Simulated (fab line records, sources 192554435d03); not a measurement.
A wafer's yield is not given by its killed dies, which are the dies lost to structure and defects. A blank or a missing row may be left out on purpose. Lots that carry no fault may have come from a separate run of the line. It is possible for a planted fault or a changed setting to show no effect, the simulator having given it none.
Which of the tools did it? / flow n5_finfet / Sampling: 21 lots, 63 wafers, 3 of 1938 route steps

## WHAT THE GAUGES SHOWED, per wafer
N5_BEOL_M8_CD_MEAS_35 targets a cd of 40 nm.
lot=L074; measured=day 9 01:02; on=cd_sem-03; cd_nm (nm)=40.0 41.1 40.6
lot=L075; measured=day 9 07:56; on=cd_sem-03; cd_nm (nm)=41.3 40.7 40.7
lot=L078; measured=day 9 19:02; on=cd_sem-01; cd_nm (nm)=40.4 40.7 40.1
lot=L076; measured=day 9 21:41; on=cd_sem-03; cd_nm (nm)=40.8 39.4 40.4
lot=L080; measured=day 10 04:17; on=cd_sem-01; cd_nm (nm)=40.7 41.6 40.2
lot=L079; measured=day 10 13:49; on=cd_sem-01; cd_nm (nm)=40.5 40.6 39.2
lot=L082; measured=day 11 07:13; on=cd_sem-01; cd_nm (nm)=39.8 39.9 40.2
lot=L081; measured=day 11 07:43; on=cd_sem-01; cd_nm (nm)=40.9 40.2 41.4
lot=L083; measured=day 11 14:37; on=cd_sem-02; cd_nm (nm)=40.4 41.0 41.1
lot=L084; measured=day 11 22:50; on=cd_sem-01; cd_nm (nm)=40.7 41.7 40.2
lot=L085; measured=day 12 01:34; on=cd_sem-01; cd_nm (nm)=40.2 40.6 40.4
lot=L086; measured=day 12 02:38; on=cd_sem-01; cd_nm (nm)=39.8 40.4 40.5
lot=L087; measured=day 12 15:01; on=cd_sem-02; cd_nm (nm)=39.8 40.4 39.7
lot=L090; measured=day 13 08:58; on=cd_sem-01; cd_nm (nm)=39.3 40.7 39.8
lot=L091; measured=day 13 09:31; on=cd_sem-03; cd_nm (nm)=40.0 41.9 39.5
lot=L093; measured=day 14 02:12; on=cd_sem-03; cd_nm (nm)=39.8 41.1 41.1
lot=L092; measured=day 14 02:37; on=cd_sem-03; cd_nm (nm)=40.0 39.5 39.7
lot=L094; measured=day 14 04:43; on=cd_sem-03; cd_nm (nm)=41.2 40.9 40.8
lot=L095; measured=day 14 23:25; on=cd_sem-03; cd_nm (nm)=38.9 39.4 39.0
lot=L096; measured=day 15 01:44; on=cd_sem-03; cd_nm (nm)=39.8 39.8 41.1
lot=L097; measured=day 15 01:56; on=cd_sem-01; cd_nm (nm)=39.6 40.4 40.9

## EACH LOT AND THE TOOL THAT RAN IT (in order: tool; ch and the chambers of the sampled wafers; start)
lot=L074; N5_BEOL_M8_DESCUM_33=rie_diel-05 ch 0,1,3, day 9 00:26; N5_BEOL_M8_STRIP_80=rie_diel-05 ch 0,1,3, day 9 01:02 or earlier
lot=L075; N5_BEOL_M8_DESCUM_33=rie_diel-05 ch 1,2,3, day 9 07:20; N5_BEOL_M8_STRIP_80=rie_diel-05 ch 1,2,3, day 9 07:56 or earlier
lot=L078; N5_BEOL_M8_DESCUM_33=rie_diel-04 ch 0,1,3, day 9 18:28; N5_BEOL_M8_STRIP_80=rie_diel-04 ch 0,1,3, day 9 19:02 or earlier
lot=L076; N5_BEOL_M8_DESCUM_33=rie_diel-04 ch 0,1,2, day 9 21:06; N5_BEOL_M8_STRIP_80=rie_diel-04 ch 0,1,2, day 9 21:41 or earlier
lot=L080; N5_BEOL_M8_DESCUM_33=rie_diel-01 ch 0,1,3, day 10 03:42; N5_BEOL_M8_STRIP_80=rie_diel-01 ch 0,1,3, day 10 04:17 or earlier
lot=L079; N5_BEOL_M8_DESCUM_33=rie_diel-04 ch 0,3, day 10 13:14; N5_BEOL_M8_STRIP_80=rie_diel-04 ch 0,3, day 10 13:49 or earlier
lot=L082; N5_BEOL_M8_DESCUM_33=rie_diel-01 ch 0,2, day 11 06:38; N5_BEOL_M8_STRIP_80=rie_diel-01 ch 0,2, day 11 07:13 or earlier
lot=L081; N5_BEOL_M8_DESCUM_33=rie_diel-01 ch 2,3, day 11 07:08; N5_BEOL_M8_STRIP_80=rie_diel-01 ch 2,3, day 11 07:43 or earlier
lot=L083; N5_BEOL_M8_DESCUM_33=rie_diel-01 ch 0,3, day 11 14:02; N5_BEOL_M8_STRIP_80=rie_diel-01 ch 0,3, day 11 14:37 or earlier
lot=L084; N5_BEOL_M8_DESCUM_33=rie_diel-05 ch 0,1,3, day 11 22:16; N5_BEOL_M8_STRIP_80=rie_diel-05 ch 0,2,3, day 11 22:50 or earlier
lot=L085; N5_BEOL_M8_DESCUM_33=rie_diel-01 ch 1,3, day 12 00:59; N5_BEOL_M8_STRIP_80=rie_diel-01 ch 1,3, day 12 01:34 or earlier
lot=L086; N5_BEOL_M8_DESCUM_33=rie_diel-05 ch 0,2,3, day 12 02:02; N5_BEOL_M8_STRIP_80=rie_diel-05 ch 0,2,3, day 12 02:38 or earlier
lot=L087; N5_BEOL_M8_DESCUM_33=rie_diel-04 ch 1,2, day 12 14:26; N5_BEOL_M8_STRIP_80=rie_diel-04 ch 1,2, day 12 15:01 or earlier
lot=L090; N5_BEOL_M8_DESCUM_33=rie_diel-05 ch 1,2,3, day 13 08:23; N5_BEOL_M8_STRIP_80=rie_diel-05 ch 1,2,3, day 13 08:58 or earlier
lot=L091; N5_BEOL_M8_DESCUM_33=rie_diel-05 ch 1,2,3, day 13 08:55; N5_BEOL_M8_STRIP_80=rie_diel-05 ch 1,2,3, day 13 09:31 or earlier
lot=L093; N5_BEOL_M8_DESCUM_33=rie_diel-04 ch 0,1,2, day 14 01:37; N5_BEOL_M8_STRIP_80=rie_diel-04 ch 0,1,2, day 14 02:12 or earlier
lot=L092; N5_BEOL_M8_DESCUM_33=rie_diel-01 ch 0,1,2, day 14 02:02; N5_BEOL_M8_STRIP_80=rie_diel-01 ch 0,1,2, day 14 02:37 or earlier
lot=L094; N5_BEOL_M8_DESCUM_33=rie_diel-05 ch 1,3, day 14 04:07; N5_BEOL_M8_STRIP_80=rie_diel-05 ch 1,3, day 14 04:43 or earlier
lot=L095; N5_BEOL_M8_DESCUM_33=rie_diel-04 ch 0,1,3, day 14 22:50; N5_BEOL_M8_STRIP_80=rie_diel-04 ch 0,1,3, day 14 23:25 or earlier
lot=L096; N5_BEOL_M8_DESCUM_33=rie_diel-04 ch 0,1,3, day 15 01:08; N5_BEOL_M8_STRIP_80=rie_diel-04 ch 0,1,3, day 15 01:44 or earlier
lot=L097; N5_BEOL_M8_DESCUM_33=rie_diel-05 ch 1,2,3, day 15 01:20; N5_BEOL_M8_STRIP_80=rie_diel-05 ch 1,2,3, day 15 01:56 or earlier
- N5_BEOL_M8_DESCUM_33: chemistry O2, time 7 s.
- N5_BEOL_M8_STRIP_80: strips in N2/H2, time 10 s.

## AS READ BY THE TOOLS THEMSELVES (means over the sampled wafers that have a number; for cases with no such wafer, the mark the record gives instead)
N5_BEOL_M8_DESCUM_33.
lot=L074; tool=rie_diel-05; chamber_pressure_mTorr (mTorr)=20.015; drypump_motor_current_A (A)=5.7; oes_product_au (a.u.)=0.79; rf_vpp_V (V)=242.6; showerhead_plenum_p_Torr (Torr)=2.01; throttle_valve_pct (%)=20.33
lot=L075; tool=rie_diel-05; chamber_pressure_mTorr (mTorr)=20.005; drypump_motor_current_A (A)=5.5; oes_product_au (a.u.)=0.76; rf_vpp_V (V)=242.3; showerhead_plenum_p_Torr (Torr)=2.04; throttle_valve_pct (%)=20.42
lot=L078; tool=rie_diel-04; chamber_pressure_mTorr (mTorr)=19.984; drypump_motor_current_A (A)=5.2; oes_product_au (a.u.)=0.86; rf_vpp_V (V)=243.8; showerhead_plenum_p_Torr (Torr)=2.14; throttle_valve_pct (%)=20.41
lot=L076; tool=rie_diel-04; chamber_pressure_mTorr (mTorr)=19.991; drypump_motor_current_A (A)=5.4; oes_product_au (a.u.)=0.87; rf_vpp_V (V)=243.7; showerhead_plenum_p_Torr (Torr)=2.10; throttle_valve_pct (%)=20.37
lot=L080; tool=rie_diel-01; chamber_pressure_mTorr (mTorr)=20.004; drypump_motor_current_A (A)=4.8; oes_product_au (a.u.)=0.86; rf_vpp_V (V)=243.9; showerhead_plenum_p_Torr (Torr)=2.09; throttle_valve_pct (%)=20.31
lot=L079; tool=rie_diel-04; chamber_pressure_mTorr (mTorr)=20.000; drypump_motor_current_A (A)=5.1; oes_product_au (a.u.)=0.77; rf_vpp_V (V)=243.8; showerhead_plenum_p_Torr (Torr)=2.10; throttle_valve_pct (%)=20.54
lot=L082; tool=rie_diel-01; chamber_pressure_mTorr (mTorr)=20.005; drypump_motor_current_A (A)=5.4; oes_product_au (a.u.)=0.91; rf_vpp_V (V)=242.3; showerhead_plenum_p_Torr (Torr)=2.04; throttle_valve_pct (%)=20.23
lot=L081; tool=rie_diel-01; chamber_pressure_mTorr (mTorr)=19.988; drypump_motor_current_A (A)=5.4; oes_product_au (a.u.)=0.95; rf_vpp_V (V)=241.4; showerhead_plenum_p_Torr (Torr)=2.06; throttle_valve_pct (%)=20.13
lot=L083; tool=rie_diel-01; chamber_pressure_mTorr (mTorr)=20.008; drypump_motor_current_A (A)=4.9; oes_product_au (a.u.)=0.90; rf_vpp_V (V)=242.9; showerhead_plenum_p_Torr (Torr)=2.05; throttle_valve_pct (%)=20.24
lot=L084; tool=rie_diel-05; chamber_pressure_mTorr (mTorr)=19.997; drypump_motor_current_A (A)=5.7; oes_product_au (a.u.)=0.76; rf_vpp_V (V)=241.5; showerhead_plenum_p_Torr (Torr)=2.01; throttle_valve_pct (%)=20.37
lot=L085; tool=rie_diel-01; chamber_pressure_mTorr (mTorr)=19.992; drypump_motor_current_A (A)=4.8; oes_product_au (a.u.)=0.78; rf_vpp_V (V)=242.9; showerhead_plenum_p_Torr (Torr)=2.11; throttle_valve_pct (%)=20.43
lot=L086; tool=rie_diel-05; chamber_pressure_mTorr (mTorr)=19.987; drypump_motor_current_A (A)=5.4; oes_product_au (a.u.)=0.79; rf_vpp_V (V)=242.7; showerhead_plenum_p_Torr (Torr)=2.05; throttle_valve_pct (%)=20.26
lot=L087; tool=rie_diel-04; chamber_pressure_mTorr (mTorr)=19.982; drypump_motor_current_A (A)=5.3; oes_product_au (a.u.)=0.82; rf_vpp_V (V)=243.8; showerhead_plenum_p_Torr (Torr)=2.17; throttle_valve_pct (%)=20.40
lot=L090; tool=rie_diel-05; chamber_pressure_mTorr (mTorr)=20.002; drypump_motor_current_A (A)=5.5; oes_product_au (a.u.)=0.73; rf_vpp_V (V)=241.7; showerhead_plenum_p_Torr (Torr)=2.04; throttle_valve_pct (%)=20.46
lot=L091; tool=rie_diel-05; chamber_pressure_mTorr (mTorr)=19.987; drypump_motor_current_A (A)=5.5; oes_product_au (a.u.)=0.73; rf_vpp_V (V)=242.1; showerhead_plenum_p_Torr (Torr)=2.04; throttle_valve_pct (%)=20.45
lot=L093; tool=rie_diel-04; chamber_pressure_mTorr (mTorr)=19.990; drypump_motor_current_A (A)=5.3; oes_product_au (a.u.)=0.80; rf_vpp_V (V)=242.7; showerhead_plenum_p_Torr (Torr)=2.08; throttle_valve_pct (%)=20.42
lot=L092; tool=rie_diel-01; chamber_pressure_mTorr (mTorr)=19.990; drypump_motor_current_A (A)=5.3; oes_product_au (a.u.)=0.81; rf_vpp_V (V)=242.7; showerhead_plenum_p_Torr (Torr)=2.07; throttle_valve_pct (%)=20.36
lot=L094; tool=rie_diel-05; chamber_pressure_mTorr (mTorr)=19.973; drypump_motor_current_A (A)=5.9; oes_product_au (a.u.)=0.70; rf_vpp_V (V)=241.3; showerhead_plenum_p_Torr (Torr)=1.98; throttle_valve_pct (%)=20.58
lot=L095; tool=rie_diel-04; chamber_pressure_mTorr (mTorr)=19.991; drypump_motor_current_A (A)=5.2; oes_product_au (a.u.)=0.88; rf_vpp_V (V)=242.7; showerhead_plenum_p_Torr (Torr)=2.12; throttle_valve_pct (%)=20.34
lot=L096; tool=rie_diel-04; chamber_pressure_mTorr (mTorr)=19.988; drypump_motor_current_A (A)=5.2; oes_product_au (a.u.)=0.89; rf_vpp_V (V)=243.0; showerhead_plenum_p_Torr (Torr)=2.12; throttle_valve_pct (%)=20.34
lot=L097; tool=rie_diel-05; chamber_pressure_mTorr (mTorr)=20.008; drypump_motor_current_A (A)=5.5; oes_product_au (a.u.)=0.72; rf_vpp_V (V)=241.1; showerhead_plenum_p_Torr (Torr)=2.03; throttle_valve_pct (%)=20.47

N5_BEOL_M8_STRIP_80.
lot=L074; tool=rie_diel-05; chamber_pressure_mTorr (mTorr)=19.991; drypump_motor_current_A (A)=5.8; oes_product_au (a.u.)=0.79; rf_vpp_V (V)=58.3; showerhead_plenum_p_Torr (Torr)=2.46; throttle_valve_pct (%)=23.59
lot=L075; tool=rie_diel-05; chamber_pressure_mTorr (mTorr)=20.012; drypump_motor_current_A (A)=5.5; oes_product_au (a.u.)=0.76; rf_vpp_V (V)=59.9; showerhead_plenum_p_Torr (Torr)=2.48; throttle_valve_pct (%)=23.53
lot=L078; tool=rie_diel-04; chamber_pressure_mTorr (mTorr)=19.983; drypump_motor_current_A (A)=5.2; oes_product_au (a.u.)=0.86; rf_vpp_V (V)=59.8; showerhead_plenum_p_Torr (Torr)=2.60; throttle_valve_pct (%)=23.81
lot=L076; tool=rie_diel-04; chamber_pressure_mTorr (mTorr)=20.002; drypump_motor_current_A (A)=5.4; oes_product_au (a.u.)=0.86; rf_vpp_V (V)=59.3; showerhead_plenum_p_Torr (Torr)=2.54; throttle_valve_pct (%)=23.76
lot=L080; tool=rie_diel-01; chamber_pressure_mTorr (mTorr)=20.002; drypump_motor_current_A (A)=4.8; oes_product_au (a.u.)=0.86; rf_vpp_V (V)=58.9; showerhead_plenum_p_Torr (Torr)=2.53; throttle_valve_pct (%)=23.46
lot=L079; tool=rie_diel-04; chamber_pressure_mTorr (mTorr)=19.999; drypump_motor_current_A (A)=5.1; oes_product_au (a.u.)=0.76; rf_vpp_V (V)=59.5; showerhead_plenum_p_Torr (Torr)=2.56; throttle_valve_pct (%)=23.91
lot=L082; tool=rie_diel-01; chamber_pressure_mTorr (mTorr)=19.995; drypump_motor_current_A (A)=5.4; oes_product_au (a.u.)=0.90; rf_vpp_V (V)=59.2; showerhead_plenum_p_Torr (Torr)=2.47; throttle_valve_pct (%)=23.37
lot=L081; tool=rie_diel-01; chamber_pressure_mTorr (mTorr)=20.009; drypump_motor_current_A (A)=5.4; oes_product_au (a.u.)=0.94; rf_vpp_V (V)=59.5; showerhead_plenum_p_Torr (Torr)=2.50; throttle_valve_pct (%)=23.37
lot=L083; tool=rie_diel-01; chamber_pressure_mTorr (mTorr)=20.000; drypump_motor_current_A (A)=4.9; oes_product_au (a.u.)=0.89; rf_vpp_V (V)=58.8; showerhead_plenum_p_Torr (Torr)=2.47; throttle_valve_pct (%)=23.32
lot=L084; tool=rie_diel-05; chamber_pressure_mTorr (mTorr)=19.995; drypump_motor_current_A (A)=5.3; oes_product_au (a.u.)=0.79; rf_vpp_V (V)=58.4; showerhead_plenum_p_Torr (Torr)=2.48; throttle_valve_pct (%)=23.30
lot=L085; tool=rie_diel-01; chamber_pressure_mTorr (mTorr)=20.000; drypump_motor_current_A (A)=4.8; oes_product_au (a.u.)=0.78; rf_vpp_V (V)=59.1; showerhead_plenum_p_Torr (Torr)=2.57; throttle_valve_pct (%)=23.64
lot=L086; tool=rie_diel-05; chamber_pressure_mTorr (mTorr)=19.996; drypump_motor_current_A (A)=5.3; oes_product_au (a.u.)=0.79; rf_vpp_V (V)=59.3; showerhead_plenum_p_Torr (Torr)=2.48; throttle_valve_pct (%)=23.31
lot=L087; tool=rie_diel-04; chamber_pressure_mTorr (mTorr)=20.001; drypump_motor_current_A (A)=5.3; oes_product_au (a.u.)=0.82; rf_vpp_V (V)=59.7; showerhead_plenum_p_Torr (Torr)=2.60; throttle_valve_pct (%)=23.68
lot=L090; tool=rie_diel-05; chamber_pressure_mTorr (mTorr)=19.998; drypump_motor_current_A (A)=5.5; oes_product_au (a.u.)=0.73; rf_vpp_V (V)=59.1; showerhead_plenum_p_Torr (Torr)=2.46; throttle_valve_pct (%)=23.57
lot=L091; tool=rie_diel-05; chamber_pressure_mTorr (mTorr)=19.994; drypump_motor_current_A (A)=5.5; oes_product_au (a.u.)=0.73; rf_vpp_V (V)=58.3; showerhead_plenum_p_Torr (Torr)=2.46; throttle_valve_pct (%)=23.56
lot=L093; tool=rie_diel-04; chamber_pressure_mTorr (mTorr)=20.019; drypump_motor_current_A (A)=5.4; oes_product_au (a.u.)=0.80; rf_vpp_V (V)=59.3; showerhead_plenum_p_Torr (Torr)=2.53; throttle_valve_pct (%)=23.81
lot=L092; tool=rie_diel-01; chamber_pressure_mTorr (mTorr)=19.983; drypump_motor_current_A (A)=5.3; oes_product_au (a.u.)=0.81; rf_vpp_V (V)=58.5; showerhead_plenum_p_Torr (Torr)=2.51; throttle_valve_pct (%)=23.56
lot=L094; tool=rie_diel-05; chamber_pressure_mTorr (mTorr)=19.999; drypump_motor_current_A (A)=5.9; oes_product_au (a.u.)=0.70; rf_vpp_V (V)=58.1; showerhead_plenum_p_Torr (Torr)=2.42; throttle_valve_pct (%)=23.89
lot=L095; tool=rie_diel-04; chamber_pressure_mTorr (mTorr)=19.997; drypump_motor_current_A (A)=5.2; oes_product_au (a.u.)=0.89; rf_vpp_V (V)=58.5; showerhead_plenum_p_Torr (Torr)=2.58; throttle_valve_pct (%)=23.73
lot=L096; tool=rie_diel-04; chamber_pressure_mTorr (mTorr)=19.991; drypump_motor_current_A (A)=5.3; oes_product_au (a.u.)=0.89; rf_vpp_V (V)=58.3; showerhead_plenum_p_Torr (Torr)=2.58; throttle_valve_pct (%)=23.72
lot=L097; tool=rie_diel-05; chamber_pressure_mTorr (mTorr)=20.004; drypump_motor_current_A (A)=5.5; oes_product_au (a.u.)=0.73; rf_vpp_V (V)=58.5; showerhead_plenum_p_Torr (Torr)=2.46; throttle_valve_pct (%)=23.59

## THE ANSWER, worked out from the rows above alone
Rule: the lots themselves supply what counts as usual. Put in order of their means at a reading, lots are off if they are a third of the lots or fewer, leave a main group of 4 or more, and stand apart from it by a gap of 3 or more times the standard deviation of the main group's means; of several such gaps the widest counts. Not used: any main group whose means are identical at the precision the tables above print for the reading. A lot without any number at a reading at which 4 lots or more have one is off too. Where the step has rows for the other lots, those lots are counted as sound. The gauges are gone through in route order, then the tools' own readings, and for those a lot's mean is taken as printed above. The first step at which some lot is off is used, and at that step the reading that is off furthest; a lot without a number counts as furthest.
Nothing can be told from this: no lot is off at any reading shown.

## WHAT THE SIMULATOR HAD PUT IN
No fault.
